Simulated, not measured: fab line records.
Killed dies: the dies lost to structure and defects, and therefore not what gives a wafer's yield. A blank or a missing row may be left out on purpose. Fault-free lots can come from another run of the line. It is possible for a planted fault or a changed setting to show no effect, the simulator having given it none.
Struck lot and sound lot, side by side -- flow n5Finfet -- 6 steps out of a route of 1938
Sound: the wafers L471.1, L471.3, L471.5. Struck: wafer L475.2 (left out: L475.3, L475.6 of the same lot, which were not struck); the cause appears at the end.
Order at every step that has rows: each side's tool, ch and its chambers, its first start. Under that, the readings that differ: sound wafers -- struck wafers -- difference of the means -- sigmas: that difference in standard deviations of wafers without a fault.
alike: a reading whose means differ by less than 2 such deviations, as well as words and numbers matching on both sides. not compared: withheld readings; readings where some wafer has no value; bounds like >300 that might hide an equal value; numbers whose values overlap and for which the record gives no deviation.
Wherever a step has rows on one side only, a row that says differs or no value, or a row with sigmas, the two part there. Non-overlapping numbers with no deviation appear without sigmas and do not part them. A reading that every wafer of one side lacks parts them only if that side has two wafers or more.

N5_START_INSPECT_01: inspects for defects (unpatterned scan).
  sound: defectInspect-01 at day 3 12:02; struck: defectInspect-02 at day 4 12:02
  alike: rawDefectCount
then, 2 steps without rows for these wafers: N5_ZERO_LAYER_PRECLEAN_00 (cleans in SPM, time 600 s); N5_ZERO_LAYER_SRD_01 (time 30 s, dry time 30 s).
N5_ZERO_LAYER_PECVD_02: deposits SiO2 from SiH4/N2O, target thk 10 nm, time 6 s.
  sound on pecvd-03 ch 0,1,2, day 3 12:17; struck on pecvd-01 ch 0, day 4 12:17
reading,sound,struck,difference,sigmas
model.SiO2_of_ZERO_LAYER_PECVD_02.thkNm (nm),9.964 9.807 9.964,13.82,+3.91,
  alike: heaterPowerOuterW, heaterPowerW, showerheadPlenumPTorr
then, 1 step without rows for these wafers: N5_ZERO_LAYER_HMDS_04 (time 60 s).
-- the record jumps here: 14 days lie between the struck wafers' starts before and after (it left off in module ZERO_LAYER and takes up again in module PASSIVATION, whose first step shown is number 1936 of the route) --
N5_PASSIVATION_PROBE_49:
  sound: prober-01 at day 17 07:27; struck: prober-02 at day 18 16:16
reading,sound,struck,difference,sigmas
killedAtOther,5 9 3,0,-6,-2
  alike: killed_at_M0_to_M3, killed_at_M4_up, killedAtContacts, killedAtFrontEnd, killedDies, killedOpen, killedShort

WHERE THEY PART
At N5_PASSIVATION_PROBE_49 and nowhere else, as far as this record goes.

WHY: what had been put in by the simulator
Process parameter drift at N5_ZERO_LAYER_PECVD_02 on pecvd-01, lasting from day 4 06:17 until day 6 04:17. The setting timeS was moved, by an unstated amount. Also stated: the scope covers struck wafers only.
